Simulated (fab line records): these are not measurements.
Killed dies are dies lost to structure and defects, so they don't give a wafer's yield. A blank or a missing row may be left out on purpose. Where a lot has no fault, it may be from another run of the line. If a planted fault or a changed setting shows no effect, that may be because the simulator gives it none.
What tool caused it?	flow nand-harc	7 lots, 20 wafers sampled, at 5 steps of a route of 1159

## WHAT THE GAUGES SHOWED, per wafer
NHARC_END_SORT_01.
lot	measured	on	killed-at-array
L286	day 22 02:29	prober-01	30

## WHAT TOOL EACH LOT RAN ON (gives the tool, then ch and the chambers of the sampled wafers, and finally the start)
lot	NHARC_A_CHANNEL_FILL_D1_ALD_14	NHARC_A_CHANNEL_FILL_D1_ALD_15	NHARC_A_CHANNEL_FILL_D1_ALD_25	NHARC_A_CHANNEL_FILL_D1_ETCHBACK_08
L277	ald-hk-01 ch 0,1,2, day 8 17:50	ald-sin-batch-01 ch 0, day 10 02:04 or earlier	ald-hk-01 ch 1,2,3, day 10 02:04	rie-diel-04 ch 0,1,3, no start
L281	ald-hk-01 ch 0,1,3, day 10 05:05	ald-sin-batch-03 ch 0, day 11 11:08 or earlier	ald-hk-04 ch 0,1,2, day 11 11:08	rie-diel-11 ch 1,2,3, no start
L282	ald-hk-02 ch 0,1,3, day 10 11:34	ald-sin-batch-01 ch 0, day 11 16:41 or earlier	ald-hk-04 ch 1,2,3, day 11 16:41	rie-diel-10 ch 0,1,3, no start
L286	ald-hk-01 ch 0,1,2, day 11 05:13	ald-sin-batch-03 ch 0, day 11 08:34	ald-hk-04 ch 0,1,2, day 12 13:44	rie-diel-10 ch 0,1,3, day 22 02:29 or earlier
L291	ald-hk-01 ch 1,3, day 12 16:25	ald-sin-batch-02 ch 0, day 13 19:06 or earlier	ald-hk-01 ch 1,3, day 13 19:06	rie-diel-10 ch 2,3, no start
L295	ald-hk-02 ch 1,2,3, day 13 09:02	ald-sin-batch-01 ch 0, day 14 23:13 or earlier	ald-hk-04 ch 0,2, day 14 23:13	rie-diel-10 ch 0,1,2, no start
L297	ald-hk-02 ch 1,2, day 14 00:13	ald-sin-batch-01 ch 0, day 15 13:31 or earlier	ald-hk-04 ch 2,3, day 15 13:31	rie-diel-04 ch 1,2,3, no start
- NHARC_A_CHANNEL_FILL_D1_ALD_14: deposits SiO2, target thk 2.5 nm, pulse time 10 s, ald cycles 25.
- NHARC_A_CHANNEL_FILL_D1_ALD_15: deposits SiNx, target thk 2 nm, pulse time 60 s, ald cycles 19.
- NHARC_A_CHANNEL_FILL_D1_ALD_25: deposits SiOx, target thk 60 nm, pulse time 10 s, ald cycles 600.
- NHARC_A_CHANNEL_FILL_D1_ETCHBACK_08: etches the open film in C4F8, target depth 220 nm, time 110 s.

## THE ANSWER, worked out from the rows above alone
Rule: the usual values come from the lots themselves. Put in order of their means at a reading, lots are off if they are a third of the lots or fewer, leave a main group of 4 or more, and stand apart from it by a gap of 3 or more times the standard deviation of the main group's means; of several such gaps the widest counts. A main group is skipped when, at the precision printed for the reading in the tables above, its means are all equal. A lot without any number at a reading at which 4 lots or more have one is off too. The other lots that the step has rows for count as sound.
None of the lots is off at any reading shown; this tells nothing.

## WHAT WAS PUT IN BY THE SIMULATOR
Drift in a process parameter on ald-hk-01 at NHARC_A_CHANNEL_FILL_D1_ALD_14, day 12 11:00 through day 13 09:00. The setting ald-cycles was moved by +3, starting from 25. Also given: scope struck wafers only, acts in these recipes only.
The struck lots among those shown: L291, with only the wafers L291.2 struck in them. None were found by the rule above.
